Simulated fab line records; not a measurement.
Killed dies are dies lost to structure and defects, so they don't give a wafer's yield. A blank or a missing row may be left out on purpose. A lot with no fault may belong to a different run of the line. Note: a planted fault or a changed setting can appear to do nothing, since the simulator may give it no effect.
fab line records ; flow n5_finfet
record: lots: 9; wafers: 26; last_day: 19
route steps=1938 shown FIN_CUT@169 STI_FIN_REVEAL@183 BEOL_M4@1111 PASSIVATION@1936
lots with no fault: from the same line, run without faults
start_h: the number of hours between the record's first day and the start of the first shown wafer of the lot ; wait_h: hours since the lot's step before ; " as in the row above ; L1.1+2: several wafers, shown together as one row ; - either no value or no given start ; * or withheld: withheld ; < > ~ a bound
route shown NAME@n: a module of which the file shows steps, and the number in the route of the first ; usual: mean/standard deviation taken from wafers without a fault ; same: alike in all rows ; chamber/n: place in a boat ; sites: per-site readings ; _std_site: the standard deviation of these ; _edge_site: inner sites' mean taken away from outer sites' mean ; radius_mm: how far each site lies from the wafer's centre ; mask NAME#n: copy n ; behind: tool/chamber where the wafer was last shaped ; hold: reason for holding the lot/hours on hold/outcome of the hold ; device: the transistor (n, p or np) that didn't switch ; end of line: at the end of the route, the tests of the same wafers ; a step without rows: its recipe alone ; killed: count of dies lost to structure and defects at first sort (not the wafer's yield) ; map: a wafer's dies, x killed, . not, _ none there
set.NAME: setting as actually run; set.NAME@STEP: the setting as run at that earlier step ; model.NAME: the simulator's own value behind a step, which no gauge read
one table for each step of the route and one row for each wafer, over a sample of lots
services: when a tool's chamber went out of use (start_h, in hours from the record's first day, below 0 if earlier), for how many hours, and the reason
== steps ==
step: N5_FIN_CUT_ETCH_21
recipe: chemistry: N2/H2; target: SOC; target_depth_a: 2190; overetch_a: 438; mask_material: SiARC; temp_c: 40; ion_energy_ev: 100; bias_w: 61; time_s: 523.5; pressure_mtorr: 30; source_w: 850; n2_flow_sccm: 200; h2_flow_sccm: 200
usual: drypump_motor_current_A: 5.8/0.54; oes_product_au: 0.70/0.045; rf_vpp_V: 241.0/1.4; showerhead_plenum_p_Torr: 2.57/0.075; throttle_valve_pct: 17.95/0.22
lot.wafer;tool;chamber;start_h;wait_h;drypump_motor_current_A;oes_product_au;rf_hours_counter_h;rf_vpp_V;showerhead_plenum_p_Torr;throttle_valve_pct
L166.2;rie_diel-03;2;33.10;0.0;4.7;0.73;112;241.1;2.66;18.05
L166.3;rie_diel-03;0;33.10;0.0;5.0;0.70;117;241.9;2.58;18.15
L166.5;rie_diel-03;2;33.10;0.0;4.7;0.73;-;241.4;2.66;18.05
L169.1;rie_diel-01;0;51.23;0.0;6.2;0.65;220;240.6;2.52;17.68
L169.3;rie_diel-01;3;51.23;0.0;6.2;0.71;136;241.6;2.67;17.65
L169.4;rie_diel-01;2;51.23;0.0;5.7;0.73;125;241.4;2.66;17.89
L173.1;rie_diel-01;3;75.49;0.0;6.2;0.71;143;242.3;2.67;17.67
L173.2;rie_diel-01;2;75.49;0.0;5.7;0.73;132;242.3;2.65;17.90
L173.6;rie_diel-01;1;75.49;0.0;6.3;0.67;-;239.6;2.45;18.07
L174.1;rie_diel-01;1;83.06;0.0;6.3;0.67;162;239.6;2.45;18.08
L174.2;rie_diel-01;0;83.06;0.0;6.2;0.65;229;240.2;2.52;17.70
L174.3;rie_diel-01;2;83.06;0.0;5.7;0.73;135;241.3;2.65;17.93
L176.1;rie_diel-04;0;95.82;0.0;5.9;0.66;190;241.2;2.64;17.63
L176.6;rie_diel-04;3;95.82;0.0;5.9;0.70;-;240.4;2.55;17.99
L183.2;rie_diel-04;1;135.49;0.0;6.1;0.73;106;239.0;2.47;18.32
L183.3;rie_diel-04;0;135.49;0.0;5.9;0.64;202;242.5;2.63;17.66
L183.6;rie_diel-04;1;135.49;0.0;6.1;0.74;-;240.8;2.47;18.35
L184.1;rie_diel-03;1;141.82;0.0;6.1;0.68;185;241.2;2.64;17.96
L184.3;rie_diel-03;2;141.82;0.0;4.7;0.71;141;242.5;2.65;18.10
L184.5;rie_diel-03;3;141.82;0.0;6.4;0.79;-;240.8;2.47;17.60
L186.1;rie_diel-03;0;152.91;0.0;5.0;0.67;149;239.6;2.56;18.20
L186.4;rie_diel-03;2;152.91;0.0;4.7;0.71;143;242.5;2.65;18.09
L186.6;rie_diel-03;1;152.91;0.0;6.1;0.68;-;242.5;2.64;17.98
L187.1;rie_diel-04;1;158.24;0.0;6.1;0.73;113;239.5;2.47;18.34
L187.3;rie_diel-04;0;158.24;0.0;5.9;0.64;209;241.9;2.63;17.68
L187.4;rie_diel-04;1;158.24;0.0;6.1;0.73;-;238.8;2.47;18.34
step: N5_STI_FIN_REVEAL_ALD_00
recipe: material: SiO2; target_thk_a: 10; temp_c: 300; ald_precursor_family: BDEAS; ald_co_reactant: O2-plasma; pulse_time_s: 1; pressure_torr: 2
usual: heater_power_w: 482/39; precursor_pulse_height_rel: 1.004/0.019
lot.wafer;tool;chamber;start_h;wait_h;heater_power_w;precursor_pulse_height_rel
L166.2;ald_sin-02;3;33.96;0.0;508;1.029
L166.3;ald_sin-02;1;33.96;0.0;540;1.008
L166.5;ald_sin-02;0;33.96;0.0;433;1.011
L169.1;ald_sin-02;3;52.38;0.2;524;0.992
L169.3;ald_sin-02;1;52.38;0.2;529;0.997
L169.4;ald_sin-02;0;52.38;0.2;432;1.001
L173.1;ald_sin-02;3;78.37;2.0;508;0.984
L173.2;ald_sin-02;2;78.37;2.0;546;1.004
L173.6;ald_sin-02;2;78.37;2.0;532;0.995
L174.1;ald_sin-01;2;83.93;0.0;455;1.020
L174.2;ald_sin-01;0;83.93;0.0;459;1.004
L174.3;ald_sin-01;3;83.93;0.0;487;1.020
L176.1;ald_sin-03;2;96.89;0.2;420;1.016
L176.6;ald_sin-03;0;96.89;0.2;446;0.979
L183.2;ald_sin-03;1;136.66;0.2;483;0.998
L183.3;ald_sin-03;3;136.66;0.2;486;1.005
L183.6;ald_sin-03;1;136.66;0.2;479;1.010
L184.1;ald_sin-03;2;142.84;0.0;425;1.004
L184.3;ald_sin-03;0;142.84;0.0;443;0.981
L184.5;ald_sin-03;1;142.84;0.0;483;0.984
L186.1;ald_sin-02;2;153.77;0.0;526;1.008
L186.4;ald_sin-02;3;153.77;0.0;508;1.006
L186.6;ald_sin-02;3;153.77;0.0;520;0.965
L187.1;ald_sin-03;2;159.12;0.0;422;1.059
L187.3;ald_sin-03;3;159.12;0.0;504;1.054
L187.4;ald_sin-03;1;159.12;0.0;483;0.998
step: N5_STI_FIN_REVEAL_STRIP_24
recipe: chemistry: N2/H2; time_s: 90; power_w: 100; temp_c: 40; pressure_mtorr: 100; rf_frequency_hz: 6e+07; bias_power_w: 3; n2_flow_sccm: 300; h2_flow_sccm: 300
usual: bias_power_w: 3.000/0.0091; chamber_pressure_mTorr: 99.99/0.09; drypump_motor_current_A: 5.7/0.43; oes_product_au: 0.78/0.093; rf_vpp_V: 45.3/0.82; showerhead_plenum_p_Torr: 3.39/0.074; throttle_valve_pct: 12.23/0.18
lot.wafer;tool;chamber;start_h;wait_h;bias_power_w;chamber_pressure_mTorr;drypump_motor_current_A;oes_product_au;rf_hours_counter_h;rf_vpp_V;showerhead_plenum_p_Torr;throttle_valve_pct
L166.2;rie_diel-05;1;39.72;0.0;2.999;100.16;5.4;0.78;128;44.0;3.39;12.32
L166.3;rie_diel-05;2;39.72;0.0;2.999;100.07;5.5;0.72;172;45.2;3.37;12.22
L166.5;rie_diel-05;0;39.72;0.0;2.993;99.92;6.2;0.77;-;45.8;3.38;12.27
L169.1;rie_diel-06;3;58.28;0.0;3.020;99.85;5.9;0.75;137;44.4;3.36;12.16
L169.3;rie_diel-06;2;58.28;0.0;3.019;99.93;6.3;0.74;167;43.7;3.36;12.26
L169.4;rie_diel-06;1;58.28;0.0;3.007;99.88;5.7;0.93;-;45.4;3.49;11.91
L173.1;rie_diel-05;0;84.04;0.0;-;-;-;-;-;-;-;-
L173.2;rie_diel-05;2;84.04;0.0;-;-;-;-;-;-;-;-
L173.6;rie_diel-05;0;84.04;0.0;-;-;-;-;-;-;-;-
L174.1;rie_diel-06;0;89.58;0.0;-;-;-;-;-;-;-;-
L174.2;rie_diel-06;3;89.58;0.0;-;-;-;-;-;-;-;-
L174.3;rie_diel-06;2;89.58;0.0;-;-;-;-;-;-;-;-
L176.1;rie_diel-05;2;102.55;0.0;3.009;99.99;5.5;0.70;191;44.6;3.36;12.27
L176.6;rie_diel-05;1;102.55;0.0;2.991;99.95;5.4;0.77;-;44.9;3.38;12.36
L183.2;rie_diel-02;0;142.35;0.0;2.991;100.12;5.2;0.70;218;45.6;3.46;12.50
L183.3;rie_diel-02;1;142.35;0.0;2.993;99.84;5.0;0.72;216;44.8;3.33;12.35
L183.6;rie_diel-02;1;142.35;0.0;3.013;99.88;5.0;0.71;-;45.7;3.33;12.35
L184.1;rie_diel-06;1;148.55;0.0;2.996;99.83;5.8;0.87;30;44.5;3.47;11.98
L184.3;rie_diel-06;3;148.55;0.0;2.999;100.00;5.9;0.73;166;45.3;3.34;12.22
L184.5;rie_diel-06;1;148.55;0.0;2.975;100.13;5.8;0.87;-;44.4;3.47;11.99
L186.1;rie_diel-06;3;159.60;0.0;3.015;100.08;5.8;0.73;170;47.6;3.34;12.26
L186.4;rie_diel-06;0;159.60;0.0;2.988;100.07;5.8;0.91;29;46.0;3.42;12.06
L186.6;rie_diel-06;2;159.60;0.0;3.015;99.85;6.3;0.72;-;45.6;3.34;12.34
L187.1;rie_diel-06;0;164.99;0.0;3.003;100.16;5.9;0.91;30;45.3;3.42;12.05
L187.3;rie_diel-06;2;164.99;0.0;2.996;99.94;6.3;0.72;201;46.0;3.34;12.34
L187.4;rie_diel-06;1;164.99;0.0;3.010;100.00;5.8;0.85;35;46.6;3.47;12.00
step: N5_STI_FIN_REVEAL_OXIDATION_31
recipe: chemistry: O2_PLASMA_REMOTE; temp_c: 150; time_s: 20; pressure_mtorr: 1000; source_power_w: 2000; o2_flow_sccm: 3000
usual: drypump_motor_current_A: 5.4/0.42; heater_power_w: 144/7.9
lot.wafer;tool;chamber;start_h;wait_h;drypump_motor_current_A;heater_power_w;rf_hours_counter_h
L166.2;plasma_asher-02;1;42.08;0.0;5.1;150;36
L166.3;plasma_asher-02;0;42.08;0.0;5.2;138;-
L166.5;plasma_asher-02;0;42.08;0.0;5.2;138;-
L169.1;plasma_asher-02;1;60.65;0.0;5.1;153;42
L169.3;plasma_asher-02;0;60.65;0.0;5.2;136;-
L169.4;plasma_asher-02;1;60.65;0.0;5.1;155;-
L173.1;plasma_asher-01;0;86.40;0.0;5.5;134;80
L173.2;plasma_asher-01;1;86.40;0.0;6.2;152;80
L173.6;plasma_asher-01;1;86.40;0.0;6.2;146;-
L174.1;plasma_asher-02;0;91.97;0.0;5.2;138;49
L174.2;plasma_asher-02;1;91.97;0.0;5.1;148;49
L174.3;plasma_asher-02;0;91.97;0.0;5.2;141;-
L176.1;plasma_asher-02;0;105.26;0.0;5.2;142;51
L176.6;plasma_asher-02;1;105.26;0.0;5.1;150;-
L183.2;plasma_asher-02;1;144.72;0.0;5.1;153;58
L183.3;plasma_asher-02;1;144.72;0.0;5.1;151;-
L183.6;plasma_asher-02;0;144.72;0.0;5.2;138;-
L184.1;plasma_asher-01;0;150.91;0.0;5.4;134;93
L184.3;plasma_asher-01;1;150.91;0.0;6.2;153;-
L184.5;plasma_asher-01;1;150.91;0.0;6.2;151;-
L186.1;plasma_asher-02;1;161.96;0.0;5.1;152;61
L186.4;plasma_asher-02;1;161.96;0.0;5.1;154;-
L186.6;plasma_asher-02;1;161.96;0.0;5.1;152;-
L187.1;plasma_asher-01;0;167.35;0.0;5.4;135;97
L187.3;plasma_asher-01;1;167.35;0.0;6.1;149;-
L187.4;plasma_asher-01;0;167.35;0.0;5.4;132;-
step: N5_BEOL_M4_RC_MEAS_101
usual: DIBL_N: 36.0/1.6; DIBL_P: 35.8/2; IOFF_N: 0.152/0.03; IOFF_P: 0.20/0.031; ION_N: 670/12; ION_P: 459/7.4; SS_N: 71.5/0.56; SS_P: 73.2/0.64; VT_N: 251/3.5; VT_P: -252/3.3
lot.wafer;tool;chamber;start_h;wait_h;DIBL_N[mV/V];DIBL_P[mV/V];IOFF_N[nA/um];IOFF_P[nA/um];ION_N[uA/um];ION_P[uA/um];SS_N[mV/dec];SS_P[mV/dec];VT_N[mV];VT_P[mV]
L166.2;prober-02;0;203.82;0.2;36.7;35.8;0.154;0.20;674;462;72.0;73.0;251;-253
L166.3;prober-02;0;203.82;0.2;36.7;35.5;0.141;0.19;657;454;71.0;73.0;254;-254
L166.5;prober-02;0;203.82;0.2;33.5;31.3;0.101;0.15;650;450;71.0;72.1;255;-256
L169.1;prober-01;0;219.21;0.0;37.4;36.7;0.151;0.20;674;461;71.8;73.6;253;-252
L169.3;prober-01;0;219.21;0.0;35.9;35.6;0.125;0.18;656;455;71.3;73.2;255;-250
L169.4;prober-01;0;219.21;0.0;37.2;37.0;0.155;0.20;680;463;72.1;73.6;250;-253
L173.1;prober-01;0;245.94;0.0;34.2;33.1;0.111;0.15;654;447;71.0;71.8;257;-257
L173.2;prober-01;0;245.94;0.0;35.1;34.1;0.124;0.15;647;441;71.6;72.7;255;-255
L173.6;prober-01;0;245.94;0.0;36.6;36.1;0.150;0.18;663;451;72.1;73.1;251;-256
L174.1;prober-01;0;247.01;0.0;33.3;33.0;0.110;0.16;659;457;71.8;72.7;253;-254
L174.2;prober-01;0;247.01;0.0;34.2;35.2;0.129;0.19;661;457;71.1;73.3;252;-252
L174.3;prober-01;0;247.01;0.0;36.2;38.0;0.170;0.23;678;463;71.6;73.7;249;-247
L176.1;prober-01;0;275.60;0.0;36.2;35.1;0.121;0.17;644;446;71.9;72.7;260;-257
L176.6;prober-01;0;275.60;0.0;37.3;37.2;0.154;0.21;669;456;72.3;73.1;253;-252
L183.2;prober-02;0;294.19;0.2;35.6;35.8;0.151;0.20;687;469;71.3;73.7;250;-250
L183.3;prober-02;0;294.19;0.2;35.3;35.7;0.146;0.20;674;461;70.9;73.4;248;-251
L183.6;prober-02;0;294.19;0.2;36.1;35.7;0.150;0.20;673;459;71.2;72.6;249;-249
L186.1;prober-02;0;315.94;0.0;35.4;35.1;0.126;0.16;651;441;71.2;72.9;253;-254
L186.4;prober-02;0;315.94;0.0;35.7;37.0;0.139;0.18;671;461;71.3;73.1;253;-252
L186.6;prober-02;0;315.94;0.0;38.8;40.0;0.190;0.23;671;449;72.2;74.8;247;-251
L184.1;prober-02;0;317.40;0.0;35.8;34.9;0.155;0.19;680;462;71.8;72.8;249;-252
L184.3;prober-02;0;317.40;0.0;33.6;31.3;0.109;0.14;653;449;71.5;73.0;257;-256
L184.5;prober-02;0;317.40;0.0;34.9;33.4;0.135;0.17;674;463;71.9;72.8;250;-253
L187.1;prober-01;0;342.77;0.0;35.3;36.1;0.156;0.23;681;467;71.0;73.7;248;-249
L187.3;prober-01;0;342.77;0.0;35.7;36.1;0.171;0.22;677;468;71.2;74.0;249;-250
L187.4;prober-01;0;342.77;0.0;37.0;37.1;0.177;0.23;676;465;71.9;74.4;251;-250
step: N5_PASSIVATION_PROBE_49
usual: defect_limited_yield: 91.6/1.4; killed_at_M0_to_M3: 33/10; killed_at_M4_up: 13/5.3; killed_at_contacts: 13/5.9; killed_at_front_end: 36/12; killed_at_other: 4/3.1; killed_dies: 99/16; killed_open: 65/13; killed_short: 32/7.3; sort_bin_5_function: 4.9/0.9; sort_bin_6_memory: 3.1/0.66; sort_bin_8_speed: 0.0/0.42; sort_n_pass: 1081/17; sort_yield_pct: 91.6/1.4
same: gross_dies: 1180; killed_at_back_side: 0; sort_bin_4_leakage[%]: 0
lot.wafer;tool;chamber;start_h;wait_h;defect_limited_yield[%];killed_at_M0_to_M3;killed_at_M4_up;killed_at_contacts;killed_at_front_end;killed_at_other;killed_dies;killed_open;killed_short;sort_bin_5_function[%];sort_bin_6_memory[%];sort_bin_8_speed[%];sort_n_pass;sort_yield_pct[%]
L173.1;prober-01;-;349.35;0.0;89.1;52;17;14;41;5;129;76;50;6.3;3.9;0;1051;89.1
L173.2;prober-01;-;349.40;0.1;92.0;29;14;11;34;6;94;58;31;4.2;3.5;0;1086;92.0
L173.6;prober-01;-;349.60;0.3;89.6;41;10;10;52;10;123;81;33;6.1;3.9;0;1057;89.6
L174.1;prober-01;-;350.02;0.0;91.9;23;13;11;48;1;96;53;38;4.7;3.1;0;1084;91.9
L174.2;prober-01;-;350.07;0.1;92.2;17;14;9;50;2;92;57;33;5.0;2.5;0;1088;92.2
L174.3;prober-01;-;350.12;0.1;91.9;25;6;11;53;1;96;55;40;5.3;2.5;0;1084;91.9
killed by level:class
L173.1 BEOL_M0_SAQP:geometric_particle:open=15 BEOL_M0_SAQP:geometric_particle:short=15 BEOL_M1:geometric_particle:open=13 MOL_CONTACT_COAG:geometric_particle:open=12 STI_FIN_REVEAL:geometric_particle:short=9 STI_FIN_REVEAL:geometric_particle:open=7 FIN_SAQP:geometric_particle:open=6 BEOL_M1:geometric_particle:short=6
L173.2 BEOL_M0_SAQP:geometric_particle:open=7 STI_FIN_REVEAL:geometric_particle:short=7 STI_FIN_REVEAL:geometric_particle:open=7 MOL_CONTACT_COAG:geometric_particle:open=7 BEOL_M0_SAQP:geometric_particle:short=6 BEOL_M2:geometric_particle:open=6 BEOL_M4:geometric_particle:open=6 FIN_SAQP:geometric_particle:open=4
L173.6 STI_FIN_REVEAL:geometric_particle:open=16 BEOL_M0_SAQP:geometric_particle:open=10 MOL_CONTACT_COAG:geometric_particle:open=9 BEOL_M0_SAQP:geometric_particle:short=8 BEOL_M2:geometric_particle:open=6 BEOL_M3:geometric_particle:open=6 GATE_CUT:geometric_particle:short=5 STARTING-WAFER:geometric_particle:open=5
L174.1 STI_FIN_REVEAL:geometric_particle:open=12 FIN_SAQP:geometric_particle:short=10 STI_FIN_REVEAL:geometric_particle:short=9 MOL_CONTACT_COAG:geometric_particle:open=8 BEOL_M0_SAQP:geometric_particle:open=7 BEOL_M0_SAQP:geometric_particle:short=7 BEOL_M2:geometric_particle:open=4 BEOL_M4:geometric_particle:open=4
L174.2 STI_FIN_REVEAL:geometric_particle:open=12 FIN_SAQP:geometric_particle:short=10 MOL_CONTACT_COAG:geometric_particle:open=9 STI_FIN_REVEAL:geometric_particle:short=8 FIN_SAQP:geometric_particle:open=6 GATE_CUT:geometric_particle:short=5 BEOL_M0_SAQP:geometric_particle:open=5 BEOL_M2:geometric_particle:open=5
L174.3 FIN_SAQP:geometric_particle:short=13 MOL_CONTACT_COAG:geometric_particle:open=10 STI_FIN_REVEAL:geometric_particle:open=8 FIN_SAQP:geometric_particle:open=6 STI_FIN_REVEAL:geometric_particle:short=6 DUMMY_GATE:geometric_particle:open=6 BEOL_M0_SAQP:geometric_particle:open=4 BEOL_M1:geometric_particle:open=4
== services ==
tool;chamber;start_h;hours;kind
rie_diel-01;0;13.18;4.4;repair
rie_diel-05;3;16.40;6.7;repair
plasma_asher-01;-;17.62;2.7;repair
rie_diel-06;3;18.20;6.7;repair
rie_diel-03;0;22.59;6.4;repair
plasma_asher-01;-;23.60;0.7;repair
ald_sin-03;2;27.73;7.2;repair
ald_sin-01;3;37.52;8.8;repair
plasma_asher-01;-;48.71;9.7;repair
ald_sin-01;-;54.47;0.6;repair
ald_sin-03;-;55.42;2.8;pm
rie_diel-05;-;61.93;2.8;pm
ald_sin-03;-;65.73;0.5;repair
rie_diel-05;3;66.19;7.2;repair
ald_sin-01;-;67.08;14.6;pm
rie_diel-06;0;67.14;4.2;repair
ald_sin-01;1;82.93;7.7;repair
ald_sin-02;-;106.72;1.6;repair
rie_diel-04;2;115.56;19.2;repair
rie_diel-05;3;118.81;5.5;repair
rie_diel-01;3;139.01;5.3;repair
rie_diel-04;2;153.49;7.9;repair
rie_diel-03;2;154.27;4.0;repair
ald_sin-03;0;163.40;1.3;repair
== key ==
first_sign: step: N5_STI_FIN_REVEAL_STRIP_24; reading: tool_record; direction: missing
effect none on later readings
met_at N5_STI_FIN_REVEAL_STRIP_24
struck_lots L173,L174
not_acting_at N5_FIN_CUT_ETCH_21,N5_STI_FIN_REVEAL_ALD_00,N5_STI_FIN_REVEAL_OXIDATION_31
onset_between 58.28 84.04
fault: kind: skipped_step_whole; tool: rie_diel-05,rie_diel-06; chamber: -; onset_h: 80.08; steps: N5_STI_FIN_REVEAL_STRIP_24; scope: struck_lots_only
